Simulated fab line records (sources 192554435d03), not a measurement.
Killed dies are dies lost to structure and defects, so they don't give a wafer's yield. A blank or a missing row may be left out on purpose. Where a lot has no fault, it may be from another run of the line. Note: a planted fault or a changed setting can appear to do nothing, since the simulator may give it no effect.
Struck lot and sound lot, side by side | flow n5Finfet | 31 steps out of a route of 1938
Sound: wafers L405.2, L405.3, L405.6. Wafers struck: L400.1, L400.2, L400.5. At the end, the cause is stated.
Each step with rows lists, per side, the tool, then ch with its chambers, then its first start. Under that, the readings that differ: sound wafers | struck wafers | difference of the means | sigmas: that difference in standard deviations of wafers without a fault.
alike: words and numbers the same on both sides, and readings whose means are apart by under 2 such deviations; not compared: readings that were withheld, readings missing a value for some wafer, numbers with overlapping values and no deviation given by the record, and bounds like >300 which may hide the same value.
Wherever a step has rows on one side only, a row that says differs or no value, or a row with sigmas, the two part there. Non-overlapping numbers with no deviation appear without sigmas and do not part them. Lack of a reading on every wafer of one side parts them only where that side has two or more wafers.

first, 10 steps without rows for these wafers: N5_FIN_CUT_STRIP_22 (strips in N2/H2); N5_FIN_CUT_PRECLEAN_36 (cleans in O3/DIW, time 60 s); N5_FIN_CUT_SRD_32 (time 30 s); N5_FIN_CUT_UV_OZONE_34 (time 120 s); N5_STI_FIN_REVEAL_ALD_00 (deposits SiO2, target thk 1 nm, pulse time 1 s); N5_STI_FIN_REVEAL_ALD_14 (deposits Si3N4, target thk 3 nm); N5_STI_FIN_REVEAL_FCVD_FILL_01 (material SiO2 flowable, target thk 312 nm, time 512.2 s); N5_STI_FIN_REVEAL_DENSIFY_02 (time 1800 s); N5_STI_FIN_REVEAL_CMP_04 (polishes, stops on Si3N4, t overpolish 4 s, target thk 131.83 nm); N5_STI_FIN_REVEAL_DENSIFY_30.
N5_STI_FIN_REVEAL_ETCHBACK_08: etches SiO2 in C4F6/O2, target depth 30.5 nm, time 10.167 s.
  sound on rieDiel-04 ch 0,2,3, day 7 19:37; struck on rieDiel-04 ch 0,1,3, day 6 08:56
  no value came back on the struck wafers for any of 8 readings (C4F6_flow_sccm (sccm), O2_flow_sccm (sccm) and others); on the sound wafers C4F6_flow_sccm (sccm) reads 10.034 10.011 9.976
  not compared: rfHoursCounterH
then, 16 steps without rows for these wafers: N5_STI_FIN_REVEAL_STRIP_24 (strips in N2/H2, time 90 s); N5_STI_FIN_REVEAL_PRECLEAN_25 (cleans in SPM, time 90 s); N5_STI_FIN_REVEAL_PRECLEAN_26 (cleans in SC1, time 45 s); N5_STI_FIN_REVEAL_PRECLEAN_29 (cleans in DHF, time 30 s); N5_STI_FIN_REVEAL_SRD_12 (time 30 s); N5_STI_FIN_REVEAL_RECESS_09 (chemistry HF/NH3, target SiO2, afs cycles 11, target depth 42.5 nm, sublimation time 60 s); N5_STI_FIN_REVEAL_STRIP_16 (strips SiNx in H3PO4, target depth 23.8 nm); N5_STI_FIN_REVEAL_PRECLEAN_17 (cleans in NF3:NH3, afs cycles 1, time 20 s, sublimation time 60 s); N5_STI_FIN_REVEAL_ETCH_34 (etches Si in H2, material Si, target depth 0.97 nm); N5_STI_FIN_REVEAL_OXIDATION_31 (chemistry O2 PLASMA REMOTE, time 20 s); N5_STI_FIN_REVEAL_PRECLEAN_32 (cleans in NF3:NH3, afs cycles 1, time 20 s, sublimation time 60 s); N5_STI_FIN_REVEAL_STRIP_35 (strips Si3N4 in H3PO4, target depth 4 nm, time 39 s); N5_STI_FIN_REVEAL_SRD_21 (time 30 s); N5_STI_FIN_REVEAL_OXIDATION_33 (chemistry O2 PLASMA REMOTE, time 20 s); N5_STI_FIN_REVEAL_CLEAN_19 (cleans in O3/DIW, time 120 s); N5_STI_FIN_REVEAL_SRD_23 (time 30 s).
N5_STI_FIN_REVEAL_FIN_H_MEAS_10:
  sound on ocd-02, day 7 22:34; struck on ocd-02, day 6 11:55
reading            | sound          | struck         | difference | sigmas
trenchDepthNm (nm) | 52.0 51.8 51.7 | 20.8 21.2 21.2 | -30.8      | -57
then, 1 step without rows for these wafers: N5_STI_FIN_REVEAL_PRECLEAN_18 (cleans in SC2, time 45 s).
N5_BEOL_M4_RC_MEAS_101:
  the record has rows for the sound wafers here (prober-02 ch 0, day 13 05:36) and none for the struck ones
-- a jump in the record: the struck wafers' starts before and after are 9 days apart (it breaks off in module BEOL_M4 and resumes in module PASSIVATION, where the first step shown is number 1936 of the route) --
N5_PASSIVATION_PROBE_49:
  only the struck wafers here have rows in the record (prober-01, day 15 22:34); the sound ones have none

== WHERE THEY PART ==
First at N5_STI_FIN_REVEAL_ETCHBACK_08; last, within this record, at N5_PASSIVATION_PROBE_49.

WHY: what the simulator had put in
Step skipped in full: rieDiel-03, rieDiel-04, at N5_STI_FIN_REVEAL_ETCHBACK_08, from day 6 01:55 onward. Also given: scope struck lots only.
